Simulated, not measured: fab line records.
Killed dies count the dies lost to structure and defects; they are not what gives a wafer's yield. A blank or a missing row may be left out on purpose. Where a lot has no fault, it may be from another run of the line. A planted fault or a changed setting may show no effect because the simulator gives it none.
A lot that was struck, set against a sound lot / flow n5Finfet / 16 out of 1938 route steps
Sound: wafers L420.2, L420.3, L420.6. Struck: wafer L433.6 (L433.4, L433.5, from the same lot, were not struck and are left out); the cause is given at the end.
At each step with rows: each side's tool, then ch and its chambers, then its first start. Under that, the readings that differ: sound wafers / struck wafers / difference of the means / sigmas: that difference in standard deviations of wafers without a fault.
alike: readings with means less than 2 such deviations apart, plus words and numbers identical on both sides. not compared: withheld readings, readings lacking a value on some wafer, bounds such as >300 that could conceal the same value, and numbers that have no deviation in the record and whose values overlap.
A row with sigmas, a row that says differs or no value, or rows on one side alone: a step with any of these is where the two part. Numbers that don't overlap but have no deviation are shown without sigmas and don't part them. A reading that every wafer of one side lacks parts them only if that side has two wafers or more.

first, 8 steps without rows for these wafers: N5_HKMG_FIN_COAT_29 (time 60 s, resist thk 300 nm); N5_HKMG_FIN_COAT_30 (time 60 s, resist thk 35 nm); N5_HKMG_FIN_COAT_06 (resist thk 90 nm); N5_HKMG_FIN_EBR_08; N5_HKMG_FIN_SOFTBAKE_07 (time 60 s); N5_HKMG_FIN_EXPOSE_09 (exposes mask NWFM); N5_HKMG_FIN_PEB_10 (peb time 60 s); N5_HKMG_FIN_DEVELOP_11 (develop time 30 s).
N5_HKMG_FIN_CD_MEAS_12 targets a cd of 92.8 nm.
  sound on cdSem-01 ch 0, day 5 00:47; struck on cdSem-01 ch 0, day 8 00:22
  alike: cdNm
N5_HKMG_FIN_OVL_MEAS_13:
  sound on overlay-01 ch 0, day 5 00:49; struck on overlay-01 ch 0, day 8 00:23
reading=NWFM_OVL (nm); sound=-0.1 -1.1 -1.3; struck=0.6; difference=+1.4; sigmas=+2
N5_HKMG_FIN_INSPECT_14: inspects for defects (macro).
  sound on defectInspect-01, day 5 00:50; struck on defectInspect-01, day 8 00:25
  alike: rawDefectCount
N5_HKMG_FIN_DESCUM_17: chemistry O2, time 7.9 s.
  sound on rieDiel-01 ch 2,3, day 5 02:11; struck on rieDiel-02 ch 0, day 8 00:28
  alike: drypumpMotorCurrentA, oesProductAu, rfVppV, showerheadPlenumPTorr, throttleValvePct
  not compared: rfHoursCounterH
N5_HKMG_FIN_ETCH_31: etches SiARC in CF4, target depth 45.5 nm, time 75.8 s.
  sound on rieDiel-01 ch 2,3, day 5 02:14; struck on rieDiel-02 ch 0, day 8 00:30
reading=etchRfOnTimeS (s); sound=76.0 73.4 75.7; struck=54.0; difference=-21.0; sigmas=-12
reading=mfcArSccm (sccm); sound=99.74 100.19 99.89; struck=100.60; difference=+0.66; sigmas=+2
reading=rfVppV (V); sound=185.1 185.4 184.6; struck=181.6; difference=-3.4; sigmas=-3
  alike: drypumpMotorCurrentA, oesProductAu, showerheadPlenumPTorr, throttleValvePct
  not compared: rfHoursCounterH
N5_HKMG_FIN_ETCH_32: etches SOC in N2/H2, target depth 240 nm, time 300 s.
  sound on rieDiel-01 ch 2,3, day 5 02:17; struck on rieDiel-02 ch 0, day 8 00:37
  alike: drypumpMotorCurrentA, oesProductAu, rfVppV, showerheadPlenumPTorr, throttleValvePct
  not compared: rfHoursCounterH
-- a jump in the record: the struck wafers' starts before and after are 4 days apart (it breaks off in module HKMG_FIN and resumes in module BEOL_M4, where the first step shown is number 1111 of the route) --
N5_BEOL_M4_RC_MEAS_101:
  sound on prober-01 ch 0, day 8 08:22; struck on prober-02 ch 0, day 11 18:48
  alike: DIBL_N, DIBL_P, IOFF_N, IOFF_P, ION_N, ION_P, SS_N, SS_P, VT_N, VT_P
-- record jumps: 4 days separate the struck wafers' starts on either side; left off in module BEOL_M4, taken up again in module PASSIVATION, whose first shown step is the route's number 1936 --
N5_PASSIVATION_PROBE_49:
  sound on prober-02, day 12 14:08; struck on prober-01, day 16 05:34
reading=sort_bin_8_speed (%); sound=0 0 0.08; struck=0; difference=+0; sigmas=-3
  alike: defectLimitedYield, killed_at_M0_to_M3, killed_at_M4_up, killedAtContacts, killedAtFrontEnd, killedAtOther, killedDies, killedOpen, killedShort, sort_bin_4_leakage, sort_bin_5_function, sort_bin_6_memory, sortNPass, sortYieldPct

## WHERE THEY PART
Earliest at N5_HKMG_FIN_OVL_MEAS_13; latest, in this record, at N5_PASSIVATION_PROBE_49.

WHY: what the simulator had put in
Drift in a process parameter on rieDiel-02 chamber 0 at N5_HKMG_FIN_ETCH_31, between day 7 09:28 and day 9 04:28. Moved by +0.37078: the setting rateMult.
